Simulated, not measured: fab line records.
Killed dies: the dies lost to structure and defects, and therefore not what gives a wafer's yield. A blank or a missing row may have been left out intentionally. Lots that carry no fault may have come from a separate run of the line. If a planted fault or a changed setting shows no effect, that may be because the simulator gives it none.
fab line records -- flow n5-finfet
record lots=7, wafers=39
route steps=1938 shown ZERO_LAYER@11 FIN_SAQP@96 SD_EPI_P@310 BEOL_M0_SAQP@636 BEOL_M1@838
start-h: hours from the record's opening day to when the first of the lot's shown wafers began -- wait-h: hours since the lot's step before -- " same as the row above -- L1.1+2: several wafers, shown together as one row -- - either no value or no given start -- * or withheld: withheld -- < > ~ a bound
route shown NAME@n: a module of which the file shows steps, and the number in the route of the first -- usual: mean and standard deviation over wafers with no fault -- same: alike in all rows -- chamber/n: place in a boat -- sites: the reading at each site -- _std_site: standard deviation across them -- _edge_site: outer sites' mean less inner sites' -- radius-mm: for every site, how far away it sits from the centre of the wafer -- mask NAME#n: copy n -- behind: tool/chamber where the wafer was last shaped -- hold: cause of the lot's hold/its duration in hours/its outcome -- device: the transistor (n, p or np) that didn't switch -- end of line: at the end of the route, the tests of the same wafers -- a step given without rows: its recipe and nothing more -- killed: count of dies lost to structure and defects at first sort (not the wafer's yield) -- map: dies across one wafer; x = killed, . = not, _ = none there
set.NAME: setting as actually run; set.NAME@STEP: the setting as run at that earlier step -- model.NAME: the simulator's own value behind a step, which no gauge read
lots whose settings were changed on purpose; a table a step, a row a wafer
## steps
# step N5_ZERO_LAYER_DEVELOP_10
# recipe develop-time-s=60, rinse-liquid=diw, dry=air-spin, dev-temp-c=21
lot.wafer,tool,chamber,start-h,wait-h,set.develop-time-s
L078.1+2+4,litho-track-03,0,-,-,82.92
L078.3+5+6,litho-track-03,0,-,-,60
L081.1+3+6,litho-track-01,0,-,-,60
L081.2+4+5,litho-track-01,0,-,-,37.66
L088.3+5+6,litho-track-01,0,-,-,60
L089.1+5+6,litho-track-03,0,-,-,60
L089.2+3+4,litho-track-03,0,-,-,85.08
L090.1+2+6,litho-track-05,0,-,-,60
L090.3+4+5,litho-track-05,0,-,-,28.39
L096.1+2+3+4+5+6,litho-track-05,0,-,-,60
L097.1+2+3+4+5+6,litho-track-05,0,-,-,60
# step N5_ZERO_LAYER_HARDBAKE_23
# recipe temp-c=130, time-s=120
# step N5_ZERO_LAYER_CD_MEAS_11
# recipe target-cd-nm=2000, landing-energy-ev=500, detector=se-inlens
# usual cd-nm=1999.3/1.9
lot.wafer,tool,chamber,start-h,wait-h,set.develop-time-s@ZERO_LAYER_DEVELOP_10,cd-nm
L078.1,cd-sem-03,0,36.64,-,82.92,2005.0
L078.2,cd-sem-03,0,36.64,-,82.92,2008.5
L078.3,cd-sem-03,0,36.64,-,60,2000.3
L078.4,cd-sem-03,0,36.64,-,82.92,2007.0
L078.5,cd-sem-03,0,36.64,-,60,1999.5
L078.6,cd-sem-03,0,36.64,-,60,2001.3
L081.1,cd-sem-02,0,54.64,-,60,1995.3
L081.2,cd-sem-02,0,54.64,-,37.66,1988.2
L081.3,cd-sem-02,0,54.64,-,60,2000.8
L081.4,cd-sem-02,0,54.64,-,37.66,1989.2
L081.5,cd-sem-02,0,54.64,-,37.66,1988.3
L081.6,cd-sem-02,0,54.64,-,60,1998.6
L088.3,cd-sem-02,0,96.77,-,60,1997.2
L088.5,cd-sem-02,0,96.77,-,60,2000.2
L088.6,cd-sem-02,0,96.77,-,60,1998.8
L089.1,cd-sem-01,0,102.65,-,60,2001.2
L089.2,cd-sem-01,0,102.65,-,85.08,2007.3
L089.3,cd-sem-01,0,102.65,-,85.08,2006.0
L089.4,cd-sem-01,0,102.65,-,85.08,2003.3
L089.5,cd-sem-01,0,102.65,-,60,2001.3
L089.6,cd-sem-01,0,102.65,-,60,2000.4
L090.1,cd-sem-01,0,108.64,-,60,1999.9
L090.2,cd-sem-01,0,108.64,-,60,1998.7
L090.3,cd-sem-01,0,108.64,-,28.39,1984.5
L090.4,cd-sem-01,0,108.64,-,28.39,1983.6
L090.5,cd-sem-01,0,108.64,-,28.39,1982.2
L090.6,cd-sem-01,0,108.64,-,60,2003.6
L096.1,cd-sem-02,0,144.64,-,60,2003.4
L096.2,cd-sem-02,0,144.64,-,60,1999.5
L096.3,cd-sem-02,0,144.64,-,60,1999.3
L096.4,cd-sem-02,0,144.64,-,60,2001.9
L096.5,cd-sem-02,0,144.64,-,60,2000.8
L096.6,cd-sem-02,0,144.64,-,60,1998.9
L097.1,cd-sem-02,0,150.77,-,60,2003.5
L097.2,cd-sem-02,0,150.77,-,60,1999.5
L097.3,cd-sem-02,0,150.77,-,60,2001.7
L097.4,cd-sem-02,0,150.77,-,60,1998.4
L097.5,cd-sem-02,0,150.77,-,60,1997.4
L097.6,cd-sem-02,0,150.77,-,60,1999.0
# step N5_ZERO_LAYER_DESCUM_16
# recipe chemistry=O2, time-s=7.9, source-power-w=50, bias-power-w=20, pressure-mtorr=20, rf-frequency-hz=2.712e+07, temp-c=40, o2-flow-sccm=225
lot.wafer,tool,chamber,start-h,wait-h,set.develop-time-s@ZERO_LAYER_DEVELOP_10,model.ZERO_LAYER.cd-nm
L078.1,rie-diel-02,2,37.13,0.5,82.92,2005
L078.2,rie-diel-02,3,37.13,0.5,82.92,2008
L078.3,rie-diel-02,0,37.13,0.5,60,-
L078.4,rie-diel-02,1,37.13,0.5,82.92,2007
L078.5,rie-diel-02,3,37.13,0.5,60,1999
L078.6,rie-diel-02,2,37.13,0.5,60,2001
L081.1,rie-diel-03,0,54.99,0.3,60,1995
L081.2+5,rie-diel-03,3,54.99,0.3,37.66,1988
L081.3,rie-diel-03,1,54.99,0.3,60,2001
L081.4,rie-diel-03,2,54.99,0.3,37.66,1989
L081.6,rie-diel-03,2,54.99,0.3,60,1999
L088.3,rie-diel-01,3,97.45,0.7,60,1997
L088.5,rie-diel-01,1,97.45,0.7,60,2001
L088.6,rie-diel-01,0,97.45,0.7,60,1999
L089.1+5+6,rie-diel-01,"3,3,0",102.69,0.0,60,2001
L089.2,rie-diel-01,0,102.69,0.0,85.08,2008
L089.3,rie-diel-01,1,102.69,0.0,85.08,2006
L089.4,rie-diel-01,1,102.69,0.0,85.08,2004
L090.1,rie-diel-02,0,108.68,0.0,60,2000
L090.2,rie-diel-02,1,108.68,0.0,60,1999
L090.3,rie-diel-02,3,108.68,0.0,28.39,1985
L090.4,rie-diel-02,0,108.68,0.0,28.39,1984
L090.5,rie-diel-02,1,108.68,0.0,28.39,1982
L090.6,rie-diel-02,3,108.68,0.0,60,2003
L096.1,rie-diel-03,1,144.68,0.0,60,2003
L096.2+3+6,rie-diel-03,"0,3,0",144.68,0.0,60,1999
L096.4,rie-diel-03,2,144.68,0.0,60,2002
L096.5,rie-diel-03,3,144.68,0.0,60,2001
L097.1,rie-diel-01,2,151.34,0.6,60,2004
L097.2,rie-diel-01,1,151.34,0.6,60,2000
L097.3,rie-diel-01,3,151.34,0.6,60,2002
L097.4,rie-diel-01,0,151.34,0.6,60,-
L097.5,rie-diel-01,1,151.34,0.6,60,1997
L097.6,rie-diel-01,0,151.34,0.6,60,1999
# step N5_ZERO_LAYER_ETCH_17
# recipe chemistry=CF4, target=SiO2, target-depth-a=120, time-s=13.3, ion-energy-ev=350, pressure-mtorr=40, source-w=450, bias-w=215, Ar_flow_sccm=100, cf4-flow-sccm=100
lot.wafer,tool,chamber,start-h,wait-h,set.develop-time-s@ZERO_LAYER_DEVELOP_10,model.ZERO_LAYER.cd-nm
L078.1,rie-diel-02,2,37.16,0.0,82.92,2005
L078.2,rie-diel-02,3,37.16,0.0,82.92,2008
L078.3,rie-diel-02,0,37.16,0.0,60,2000
L078.4,rie-diel-02,1,37.16,0.0,82.92,2007
L078.5,rie-diel-02,3,37.16,0.0,60,1999
L078.6,rie-diel-02,2,37.16,0.0,60,2001
L081.1,rie-diel-03,0,55.03,0.0,60,1995
L081.2+5,rie-diel-03,3,55.03,0.0,37.66,1988
L081.3,rie-diel-03,1,55.03,0.0,60,2001
L081.4,rie-diel-03,2,55.03,0.0,37.66,1989
L081.6,rie-diel-03,2,55.03,0.0,60,1999
L088.3,rie-diel-01,3,97.49,0.0,60,1997
L088.5,rie-diel-01,1,97.49,0.0,60,2001
L088.6,rie-diel-01,0,97.49,0.0,60,1999
L089.1+5+6,rie-diel-01,"3,3,0",102.72,0.0,60,2001
L089.2,rie-diel-01,0,102.72,0.0,85.08,2007
L089.3,rie-diel-01,1,102.72,0.0,85.08,2006
L089.4,rie-diel-01,1,102.72,0.0,85.08,2004
L090.1,rie-diel-02,0,108.71,0.0,60,2000
L090.2,rie-diel-02,1,108.71,0.0,60,1999
L090.3,rie-diel-02,3,108.71,0.0,28.39,1985
L090.4,rie-diel-02,0,108.71,0.0,28.39,1984
L090.5,rie-diel-02,1,108.71,0.0,28.39,1982
L090.6,rie-diel-02,3,108.71,0.0,60,2004
L096.1,rie-diel-03,1,144.71,0.0,60,2003
L096.2,rie-diel-03,0,144.71,0.0,60,2000
L096.3+6,rie-diel-03,"3,0",144.71,0.0,60,1999
L096.4,rie-diel-03,2,144.71,0.0,60,2002
L096.5,rie-diel-03,3,144.71,0.0,60,2001
L097.1,rie-diel-01,2,151.38,0.0,60,2004
L097.2,rie-diel-01,1,151.38,0.0,60,2000
L097.3,rie-diel-01,3,151.38,0.0,60,2002
L097.4,rie-diel-01,0,151.38,0.0,60,1998
L097.5,rie-diel-01,1,151.38,0.0,60,1997
L097.6,rie-diel-01,0,151.38,0.0,60,1999
# step N5_FIN_SAQP_HM_DEP_03
# recipe material=SiNx, target-thk-a=380, temp-c=400, precursor=SiH4/NH3/N2, pressure-torr=1.5, rf-w=300, time-s=33.6
lot.wafer,tool,chamber,start-h,wait-h,set.target-thk-a,model.SiNx_of_FIN_SAQP_HM_DEP_03.thk-nm
L078.1,pecvd-03,1,44.90,0.2,380,37.35
L078.2,pecvd-03,0,44.90,0.2,557.6,55.26
L078.3,pecvd-03,1,44.90,0.2,380,38.44
L078.4,pecvd-03,0,44.90,0.2,557.6,56.43
L078.5,pecvd-03,0,44.90,0.2,557.6,56.07
L078.6,pecvd-03,1,44.90,0.2,380,38.01
L081.1,pecvd-01,2,64.32,0.2,380,37.7
L081.2,pecvd-01,0,64.32,0.2,380,38.33
L081.3,pecvd-01,1,64.32,0.2,380,37.51
L081.4,pecvd-01,1,64.32,0.2,380,38.39
L081.5,pecvd-01,0,64.32,0.2,380,39.14
L081.6,pecvd-01,2,64.32,0.2,380,38.51
L088.3,pecvd-03,0,107.77,0.1,380,37.92
L088.5,pecvd-03,0,107.77,0.1,380,38.83
L088.6,pecvd-03,1,107.77,0.1,380,38.16
L089.1,pecvd-01,1,111.38,0.2,278.9,27.84
L089.2,pecvd-01,2,111.38,0.2,380,38.29
L089.3,pecvd-01,0,111.38,0.2,278.9,28.13
L089.4,pecvd-01,1,111.38,0.2,278.9,28.61
L089.5,pecvd-01,2,111.38,0.2,380,38.57
L089.6,pecvd-01,0,111.38,0.2,380,39
L090.1+4,pecvd-01,"0,2",117.96,0.2,380,38.37
L090.2,pecvd-01,1,117.96,0.2,380,37.93
L090.3,pecvd-01,2,117.96,0.2,597.9,59.19
L090.5,pecvd-01,0,117.96,0.2,597.9,60.79
L090.6,pecvd-01,1,117.96,0.2,597.9,60.11
L096.1,pecvd-04,2,152.94,0.2,467.1,45.61
L096.2,pecvd-04,0,152.94,0.2,380,37.66
L096.3,pecvd-04,1,152.94,0.2,380,37.25
L096.4,pecvd-04,2,152.94,0.2,380,37.76
L096.5,pecvd-04,0,152.94,0.2,467.1,47.11
L096.6,pecvd-04,1,152.94,0.2,467.1,47.04
L097.1,pecvd-03,0,159.14,0.2,380,38.1
L097.2,pecvd-03,2,159.14,0.2,534.1,53.29
L097.3,pecvd-03,1,159.14,0.2,380,38.24
L097.4,pecvd-03,0,159.14,0.2,534.1,53.58
L097.5,pecvd-03,1,159.14,0.2,534.1,53.85
L097.6,pecvd-03,2,159.14,0.2,380,38.98
# step N5_FIN_SAQP_THK_MEAS_05
# usual thk-nm=38.1/0.52
lot.wafer,tool,chamber,start-h,wait-h,set.target-thk-a@FIN_SAQP_HM_DEP_03,thk-nm
L078.1,film-metro-02,-,45.01,0.1,380,37.4
L078.2,film-metro-02,-,45.01,0.1,557.6,55.2
L078.3,film-metro-02,-,45.01,0.1,380,38.5
L078.4,film-metro-02,-,45.01,0.1,557.6,56.4
L078.5,film-metro-02,-,45.01,0.1,557.6,56.0
L078.6,film-metro-02,-,45.01,0.1,380,38.1
L081.1,film-metro-02,-,64.40,0.1,380,37.7
L081.2,film-metro-02,-,64.40,0.1,380,38.4
L081.3,film-metro-02,-,64.40,0.1,380,37.5
L081.4,film-metro-02,-,64.40,0.1,380,38.4
L081.5,film-metro-02,-,64.40,0.1,380,39.1
L081.6,film-metro-02,-,64.40,0.1,380,38.5
L088.3,film-metro-02,-,107.86,0.1,380,37.9
L088.5,film-metro-02,-,107.86,0.1,380,38.8
L088.6,film-metro-02,-,107.86,0.1,380,38.2
L089.1,film-metro-02,-,111.47,0.1,278.9,27.9
L089.2,film-metro-02,-,111.47,0.1,380,38.3
L089.3,film-metro-02,-,111.47,0.1,278.9,28.1
L089.4,film-metro-02,-,111.47,0.1,278.9,28.6
L089.5,film-metro-02,-,111.47,0.1,380,38.6
L089.6,film-metro-02,-,111.47,0.1,380,39.0
L090.1,film-metro-02,-,118.04,0.1,380,38.4
L090.2,film-metro-02,-,118.04,0.1,380,37.9
L090.3,film-metro-02,-,118.04,0.1,597.9,59.2
L090.4,film-metro-02,-,118.04,0.1,380,38.3
L090.5,film-metro-02,-,118.04,0.1,597.9,60.8
L090.6,film-metro-02,-,118.04,0.1,597.9,60.1
L096.1,film-metro-01,-,153.03,0.1,467.1,45.6
L096.2,film-metro-01,-,153.03,0.1,380,37.7
L096.3,film-metro-01,-,153.03,0.1,380,37.2
L096.4,film-metro-01,-,153.03,0.1,380,37.8
L096.5,film-metro-01,-,153.03,0.1,467.1,47.1
L096.6,film-metro-01,-,153.03,0.1,467.1,47.0
L097.1,film-metro-02,-,159.23,0.1,380,38.1
L097.2,film-metro-02,-,159.23,0.1,534.1,53.3
L097.3,film-metro-02,-,159.23,0.1,380,38.3
L097.4,film-metro-02,-,159.23,0.1,534.1,53.6
L097.5,film-metro-02,-,159.23,0.1,534.1,53.8
L097.6,film-metro-02,-,159.23,0.1,380,39.0
# step N5_FIN_SAQP_PECVD_47
# recipe material=a-Si, target-thk-a=450, temp-c=400, precursor=SiH4/He, pressure-torr=3, rf-w=100, time-s=36.3
# step N5_FIN_SAQP_PECVD_48
# recipe material=SiNx, target-thk-a=250, temp-c=400, precursor=SiH4/NH3/N2, pressure-torr=1.5, rf-w=300, time-s=22.1
# step N5_FIN_SAQP_MANDREL2_REMOVE_60
# recipe chemistry=HBr/Cl2/O2, bt-time-s=10, target=a-Si, stop-on=SiNx, endpoint=OES-SiCl, over-etch-frac=1, icp-w=600, bias-w=22, HBr_flow_sccm=150, Cl2_flow_sccm=80, O2_flow_sccm=5, pressure-mtorr=10
# step N5_FIN_SAQP_HM_OPEN_33
# recipe chemistry=CH3F/O2, target=SiNx, mask-material=SiO2, target-depth-a=494, time-s=70.6, pressure-mtorr=30, source-w=395, bias-w=73, Ar_flow_sccm=150, CH3F_flow_sccm=30, O2_flow_sccm=20, ion-energy-ev=120, ends=cleared
# usual etch-rf-on-time-s=69.1/1.6
lot.wafer,tool,chamber,start-h,wait-h,set.target-thk-a@FIN_SAQP_HM_DEP_03,etch-rf-on-time-s,model.etch.depth-nm
L078.1,rie-diel-04,2,49.71,0.0,380,70.2,36.6
L078.2,rie-diel-04,0,49.71,0.0,557.6,100.9,54.59
L078.3,rie-diel-04,3,49.71,0.0,380,68.7,37.81
L078.4,rie-diel-04,2,49.71,0.0,557.6,106.0,55.8
L078.5,rie-diel-04,3,49.71,0.0,557.6,101.6,55.31
L078.6,rie-diel-04,0,49.71,0.0,380,69.4,37.34
L081.1,rie-diel-06,2,69.30,0.1,380,67.5,36.91
L081.2,rie-diel-06,0,69.30,0.1,380,70.0,37.7
L081.3,rie-diel-06,1,69.30,0.1,380,67.1,36.61
L081.4,rie-diel-06,3,69.30,0.1,380,70.5,37.7
L081.5,rie-diel-06,0,69.30,0.1,380,71.6,38.35
L081.6,rie-diel-06,1,69.30,0.1,380,70.0,37.88
L088.3,rie-diel-06,2,112.52,0.2,380,66.8,37.25
L088.5,rie-diel-06,1,112.52,0.2,380,70.1,38.07
L088.6,rie-diel-06,2,112.52,0.2,380,68.2,37.49
L089.1,rie-diel-04,1,115.96,0.0,278.9,50.3,27.05
L089.2,rie-diel-04,0,115.96,0.0,380,69.9,37.6
L089.3,rie-diel-04,2,115.96,0.0,278.9,52.9,27.5
L089.4,rie-diel-04,3,115.96,0.0,278.9,50.8,27.71
L089.5,rie-diel-04,0,115.96,0.0,380,70.9,37.94
L089.6,rie-diel-04,1,115.96,0.0,380,70.8,38.21
L090.1,rie-diel-04,1,123.40,0.0,380,70.3,37.74
L090.2,rie-diel-04,2,123.40,0.0,380,71.5,37.3
L090.3,rie-diel-04,0,123.40,0.0,597.9,110.1,58.56
L090.4,rie-diel-04,3,123.40,0.0,380,68.7,37.74
L090.5,rie-diel-04,0,123.40,0.0,597.9,112.3,60.16
L090.6,rie-diel-04,1,123.40,0.0,597.9,110.6,59.48
L096.1,rie-diel-05,0,157.97,0.2,467.1,85.1,44.98
L096.2,rie-diel-05,3,157.97,0.2,380,67.2,37.03
L096.3,rie-diel-05,2,157.97,0.2,380,67.6,36.62
L096.4,rie-diel-05,1,157.97,0.2,380,68.0,37.13
L096.5,rie-diel-05,3,157.97,0.2,467.1,84.2,46.49
L096.6,rie-diel-05,0,157.97,0.2,467.1,87.7,46.41
L097.1,rie-diel-05,3,164.55,0.1,380,68.2,37.47
L097.2,rie-diel-05,2,164.55,0.1,534.1,96.5,52.53
L097.3,rie-diel-05,1,164.55,0.1,380,68.5,37.62
L097.4,rie-diel-05,0,164.55,0.1,534.1,99.5,52.91
L097.5,rie-diel-05,3,164.55,0.1,534.1,96.9,53.22
L097.6,rie-diel-05,2,164.55,0.1,380,70.3,38.22
# step N5_SD_EPI_P_ETCHBACK_46
# recipe chemistry=CH3F/O2, mode=anisotropic-etchback, target=SiNx, target-depth-a=175, stop-on=SiO2, over-etch-frac=0.3, ion-energy-ev=120, pressure-mtorr=30, source-w=395, bias-w=73, Ar_flow_sccm=150, CH3F_flow_sccm=30, O2_flow_sccm=20
lot.wafer,tool,chamber,start-h,wait-h,set.target-depth-a,model.SiARC_of_SD_EPI_P_COAT_35.thk-nm
L078.1,rie-diel-01,3,78.65,0.0,254.1,12.2
L078.2+6,rie-diel-01,"2,0",78.65,0.0,175,15.8
L078.3,rie-diel-01,0,78.65,0.0,175,15.6
L078.4,rie-diel-01,3,78.65,0.0,254.1,12.4
L078.5,rie-diel-01,2,78.65,0.0,254.1,13.6
L081.1+6,rie-diel-02,2,96.74,0.0,175,15.2
L081.2,rie-diel-02,3,96.74,0.0,175,15.4
L081.3+4+5,rie-diel-02,"1,0,1",96.74,0.0,175,15.8
L088.3+5+6,rie-diel-01,"2,2,3",140.54,0.0,175,14.8
L089.1+4+5,rie-diel-03,"0,3,0",145.24,0.0,175,15.4
L089.2,rie-diel-03,1,145.24,0.0,175,15.6
L089.3+6,rie-diel-03,"2,3",145.24,0.0,175,15.2
L090.1+3,rie-diel-02,"3,0",151.56,0.0,175,15.4
L090.2,rie-diel-02,1,151.56,0.0,175,15.8
L090.4,rie-diel-02,2,151.56,0.0,175,15
L090.5+6,rie-diel-02,"1,0",151.56,0.0,175,15.6
L096.1,rie-diel-01,2,189.89,0.0,269,12.6
L096.2,rie-diel-01,0,189.89,0.0,269,13.8
L096.3,rie-diel-01,3,189.89,0.0,175,15
L096.4,rie-diel-01,0,189.89,0.0,175,16.2
L096.5,rie-diel-01,3,189.89,0.0,175,14.8
L096.6,rie-diel-01,2,189.89,0.0,269,12.4
L097.1,rie-diel-01,0,191.88,0.0,223.5,14.6
L097.2+3,rie-diel-01,"2,3",191.88,0.0,223.5,13.4
L097.4+5,rie-diel-01,"2,3",191.88,0.0,175,14.8
L097.6,rie-diel-01,0,191.88,0.0,175,16
# step N5_BEOL_M0_SAQP_PECVD_96
# recipe material=a-Si, target-thk-a=450, temp-c=350, precursor=SiH4/He, pressure-torr=3, rf-w=100, time-s=45.2
lot.wafer,tool,chamber,start-h,wait-h,set.time-s,model.a-Si_of_BEOL_M0_SAQP_PECVD_96.thk-nm
L078.1,pecvd-04,2,129.75,0.0,20.16,18.6
L078.2+6,pecvd-04,"0,2",129.75,0.0,20.16,19.8
L078.3,pecvd-04,1,129.75,0.0,45.2,44.4
L078.4+5,pecvd-04,"1,0",129.75,0.0,45.2,45
L081.1,pecvd-03,1,148.06,0.0,71.29,70.6
L081.2,pecvd-03,0,148.06,0.0,45.2,44.8
L081.3,pecvd-03,2,148.06,0.0,71.29,70.8
L081.4,pecvd-03,2,148.06,0.0,71.29,72
L081.5,pecvd-03,1,148.06,0.0,45.2,45.4
L081.6,pecvd-03,0,148.06,0.0,45.2,45.2
L088.3,pecvd-03,1,192.13,0.0,45.2,44.8
L088.5,pecvd-03,2,192.13,0.0,45.2,45.4
L088.6,pecvd-03,1,192.13,0.0,45.2,45.6
L089.1,pecvd-04,0,196.75,0.0,45.2,44.2
L089.2,pecvd-04,2,196.75,0.0,20.29,19.6
L089.3,pecvd-04,1,196.75,0.0,20.29,20
L089.4,pecvd-04,2,196.75,0.0,45.2,44.8
L089.5,pecvd-04,1,196.75,0.0,45.2,45.8
L089.6,pecvd-04,0,196.75,0.0,20.29,19.4
L090.1,pecvd-02,2,203.43,0.0,45.2,45.2
L090.2+4,pecvd-02,1,203.43,0.0,26.77,26.6
L090.3,pecvd-02,0,203.43,0.0,26.77,26.8
L090.5,pecvd-02,2,203.43,0.0,45.2,46
L090.6,pecvd-02,0,203.43,0.0,45.2,45.6
L096.1,pecvd-03,1,240.77,0.0,45.2,44.4
L096.2,pecvd-03,0,240.77,0.0,45.2,45.2
L096.3,pecvd-03,2,240.77,0.0,70.28,69.8
L096.4,pecvd-03,1,240.77,0.0,45.2,45.6
L096.5,pecvd-03,2,240.77,0.0,70.28,71.2
L096.6,pecvd-03,0,240.77,0.0,70.28,70.8
L097.1,pecvd-02,1,244.07,0.0,67.64,66.8
L097.2,pecvd-02,2,244.07,0.0,45.2,45
L097.3,pecvd-02,0,244.07,0.0,45.2,45.2
L097.4,pecvd-02,1,244.07,0.0,67.64,68.2
L097.5,pecvd-02,2,244.07,0.0,45.2,46.2
L097.6,pecvd-02,0,244.07,0.0,67.64,68.4
# step N5_BEOL_M0_SAQP_PECVD_97
# recipe material=SiNx, target-thk-a=230, temp-c=350, precursor=SiH4/NH3/N2, pressure-torr=1.5, rf-w=300, time-s=19.9
# step N5_BEOL_M0_SAQP_PECVD_04
# recipe material=a-Si, target-thk-a=600, temp-c=350, precursor=SiH4/He, pressure-torr=3, rf-w=100, time-s=60.2
# step N5_BEOL_M0_SAQP_ETCH_101
# recipe chemistry=CH3F/O2, target=SiNx, mask-material=SiO2, target-depth-a=299, time-s=42.7, pressure-mtorr=30, source-w=395, bias-w=73, Ar_flow_sccm=150, CH3F_flow_sccm=30, O2_flow_sccm=20, ion-energy-ev=120
# step N5_BEOL_M0_SAQP_ETCH_102
# recipe chemistry=CF4, target=SiO2, target-depth-a=40, ion-energy-ev=350, time-s=4.4, pressure-mtorr=10, icp-w=800, bias-w=400, cf4-flow-sccm=80
# step N5_BEOL_M0_SAQP_MANDREL_ETCH_103
# recipe chemistry=HBr/Cl2, target=a-Si, target-depth-a=450, bt-time-s=10, stop-on=SiCN, mask-material=SiO2, over-etch-frac=0.8, time-s=27, pressure-mtorr=10, icp-w=800, bias-w=75, HBr_flow_sccm=150, Cl2_flow_sccm=80, ends=end-point
# usual oes-product-au=0.684/0.012
lot.wafer,tool,chamber,start-h,wait-h,set.time-s@BEOL_M0_SAQP_PECVD_96,oes-product-au,model.etch.depth-nm
L078.1,rie-si-01,2,132.39,0.0,20.16,0.460,18.66
L078.2,rie-si-01,3,132.39,0.0,20.16,0.474,19.8
L078.3,rie-si-01,0,132.39,0.0,45.2,0.676,44.44
L078.4,rie-si-01,1,132.39,0.0,45.2,0.670,45.1
L078.5,rie-si-01,1,132.39,0.0,45.2,0.671,44.96
L078.6,rie-si-01,0,132.39,0.0,20.16,0.462,19.71
L081.1,rie-si-01,0,151.47,0.0,71.29,0.897,70.7
L081.2,rie-si-01,1,151.47,0.0,45.2,0.671,44.8
L081.3,rie-si-01,2,151.47,0.0,71.29,0.920,70.82
L081.4,rie-si-01,3,151.47,0.0,71.29,0.928,72.01
L081.5,rie-si-01,2,151.47,0.0,45.2,0.699,45.31
L081.6,rie-si-01,1,151.47,0.0,45.2,0.680,45.12
L088.3,rie-si-04,2,194.85,0.0,45.2,0.672,44.72
L088.5,rie-si-04,1,194.85,0.0,45.2,0.688,45.48
L088.6,rie-si-04,2,194.85,0.0,45.2,0.677,45.61
L089.1,rie-si-02,0,199.36,0.0,45.2,0.662,44.22
L089.2,rie-si-02,3,199.36,0.0,20.29,0.466,19.58
L089.3,rie-si-02,2,199.36,0.0,20.29,0.452,19.95
L089.4,rie-si-02,1,199.36,0.0,45.2,0.707,44.81
L089.5,rie-si-02,2,199.36,0.0,45.2,0.680,45.75
L089.6,rie-si-02,3,199.36,0.0,20.29,0.468,19.49
L090.1,rie-si-01,2,205.92,0.0,45.2,0.700,45.13
L090.2,rie-si-01,3,205.92,0.0,26.77,0.538,26.55
L090.3,rie-si-01,1,205.92,0.0,26.77,0.506,26.81
L090.4,rie-si-01,0,205.92,0.0,26.77,0.524,26.64
L090.5,rie-si-01,0,205.92,0.0,45.2,0.687,45.95
L090.6,rie-si-01,1,205.92,0.0,45.2,0.685,45.68
L096.1,rie-si-01,1,243.30,0.0,45.2,0.676,44.39
L096.2,rie-si-01,3,243.30,0.0,45.2,0.698,45.19
L096.3,rie-si-01,0,243.30,0.0,70.28,0.901,69.74
L096.4,rie-si-01,2,243.30,0.0,45.2,0.702,45.63
L096.5,rie-si-01,0,243.30,0.0,70.28,0.902,71.12
L096.6,rie-si-01,1,243.30,0.0,70.28,0.895,70.7
L097.1,rie-si-01,3,247.18,0.0,67.64,0.881,66.76
L097.2,rie-si-01,0,247.18,0.0,45.2,0.677,44.92
L097.3,rie-si-01,2,247.18,0.0,45.2,0.700,45.21
L097.4,rie-si-01,1,247.18,0.0,67.64,0.880,68.29
L097.5,rie-si-01,2,247.18,0.0,45.2,0.693,46.13
L097.6,rie-si-01,1,247.18,0.0,67.64,0.878,68.41
# step N5_BEOL_M1_DEP_57
# recipe material=SiCN, target-thk-a=80, temp-c=withheld, precursor=3MS/NH3, pressure-torr=3, rf-w=202, time-s=14
lot.wafer,tool,chamber,start-h,wait-h,set.target-thk-a,model.SiCN_of_BEOL_M1_DEP_57.thk-nm
L078.1+3+5,pecvd-02,"0,2,2",150.20,0.0,80,8.2
L078.2+4,pecvd-02,"1,0",150.20,0.0,92.12,9.4
L078.6,pecvd-02,1,150.20,0.0,92.12,9.6
L081.1+3+4+6,pecvd-03,"2,0,0,2",168.17,0.0,80,7.8
L081.2+5,pecvd-03,1,168.17,0.0,80,8
L089.1+3,pecvd-03,"1,2",222.75,0.0,80,7.8
L089.2,pecvd-03,0,222.75,0.0,80,8
L089.4,pecvd-03,1,222.75,0.0,43.45,4.4
L089.5+6,pecvd-03,"2,0",222.75,0.0,43.45,4.2
L088.3+6,pecvd-03,2,224.31,0.0,80,8
L088.5,pecvd-03,1,224.31,0.0,80,8.2
L090.1+6,pecvd-01,"2,1",228.71,0.0,105.3,10.4
L090.2,pecvd-01,1,228.71,0.0,80,7.8
L090.3,pecvd-01,0,228.71,0.0,80,8
L090.4,pecvd-01,2,228.71,0.0,105.3,10.6
L090.5,pecvd-01,0,228.71,0.0,80,8.2
L096.1+2+3+6,pecvd-02,"0,2,1,2",270.73,0.0,80,8
L096.4+5,pecvd-02,"0,1",270.73,0.0,80,8.2
L097.1+5,pecvd-02,0,280.75,0.0,80,8
L097.2+6,pecvd-02,1,280.75,0.0,37.62,3.8
L097.3,pecvd-02,0,280.75,0.0,37.62,4
L097.4,pecvd-02,1,280.75,0.0,80,8.2
## key
split step=N5_ZERO_LAYER_DEVELOP_10, setting=develop-time-s, stated=60, by=wafer
response step=N5_ZERO_LAYER_CD_MEAS_11, reading=cd-nm, change=+0.231, per=1%, r=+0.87
response step=N5_ZERO_LAYER_DESCUM_16, reading=model.ZERO_LAYER.cd-nm, change=+0.236, per=1%, r=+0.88
response step=N5_ZERO_LAYER_ETCH_17, reading=model.ZERO_LAYER.cd-nm, change=+0.234, per=1%, r=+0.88
split step=N5_FIN_SAQP_HM_DEP_03, setting=target-thk-a, stated=380, by=wafer
response step=N5_FIN_SAQP_HM_DEP_03, reading=model.SiNx_of_FIN_SAQP_HM_DEP_03.thk-nm, change=+0.382, per=1%, r=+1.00
response step=N5_FIN_SAQP_THK_MEAS_05, reading=thk-nm, change=*, per=1%, r=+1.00
response step=N5_FIN_SAQP_HM_OPEN_33, reading=etch-rf-on-time-s, change=*, per=1%, r=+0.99
response step=N5_FIN_SAQP_HM_OPEN_33, reading=model.etch.depth-nm, change=+0.382, per=1%, r=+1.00
split step=N5_SD_EPI_P_ETCHBACK_46, setting=target-depth-a, stated=175, by=wafer
response step=N5_SD_EPI_P_ETCHBACK_46, reading=model.SiARC_of_SD_EPI_P_COAT_35.thk-nm, change=-0.0532, per=1%, r=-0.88
split step=N5_BEOL_M0_SAQP_PECVD_96, setting=time-s, stated=45.2, by=wafer
response step=N5_BEOL_M0_SAQP_PECVD_96, reading=model.a-Si_of_BEOL_M0_SAQP_PECVD_96.thk-nm, change=+0.456, per=1%, r=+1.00
response step=N5_BEOL_M0_SAQP_MANDREL_ETCH_103, reading=oes-product-au, change=+0.0039, per=1%, r=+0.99
response step=N5_BEOL_M0_SAQP_MANDREL_ETCH_103, reading=model.etch.depth-nm, change=+0.457, per=1%, r=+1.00
split step=N5_BEOL_M1_DEP_57, setting=target-thk-a, stated=80, by=wafer
response step=N5_BEOL_M1_DEP_57, reading=model.SiCN_of_BEOL_M1_DEP_57.thk-nm, change=+0.0791, per=1%, r=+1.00
